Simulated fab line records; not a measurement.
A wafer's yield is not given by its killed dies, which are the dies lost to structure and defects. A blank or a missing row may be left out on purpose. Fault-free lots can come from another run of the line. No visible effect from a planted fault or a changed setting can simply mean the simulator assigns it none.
Matching of chambers -- flow n5 finfet -- ald hk-03 running N5_MIM_TOP_ALD_00: 4 sister chambers
The step deposits Al2O3, purge time 3 s, co reactant pulse time 3 s. 4 wafers are shown with their chamber, then 11 later ones without.

WAFERS, EACH WITH ITS CHAMBER
wafer,chamber,precursor pulse height rel
L084.5,0,0.982
L089.5,3,0.995
L089.6,2,0.981
L091.1,1,0.985

WAFERS WITHOUT THEIR CHAMBER
wafer,precursor pulse height rel
L091.2,1.025
L091.5,0.997
L090.3,0.982
L090.4,1.006
L090.5,1.020
L095.1,1.012
L095.2,0.999
L095.3,0.985
L096.2,1.027
L096.3,1.001
L096.4,0.993

WHICH CHAMBER EACH WENT THROUGH
wafer,from the rows above,in truth
L091.2,can't be placed: 3 or 1 or 0 or 2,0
L091.5,can't be placed: 3 or 1 or 0 or 2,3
L090.3,can't be placed: 0 or 2 or 1 or 3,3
L090.4,can't be placed: 3 or 1 or 0 or 2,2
L090.5,can't be placed: 3 or 1 or 0 or 2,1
L095.1,can't be placed: 3 or 1 or 0 or 2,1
L095.2,can't be placed: 3 or 1 or 0 or 2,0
L095.3,can't be placed: 1 or 0 or 2 or 3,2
L096.2,can't be placed: 3 or 1 or 0 or 2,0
L096.3,can't be placed: 3 or 1 or 0 or 2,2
L096.4,can't be placed: 3 or 1 or 0 or 2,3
Correct placement for 0 of the 11. Not placeable from these rows: 11 (in 11, the candidates include the true chamber). 0 placed wrongly.
How it was worked out, from the rows above alone: a wafer's distance from a chamber is the root of the sum, over the readings, of the square of ((its reading less the chamber's mean) divided by the reading's scatter). The wafer belongs to the nearest chamber; if the next one is less than 2 further off, it can't be placed. For every chamber, the mean is computed from those of its wafers that are shown. The scatter: root of mean squared gap, hidden wafer to nearest shown wafer, with one shown wafer a chamber.
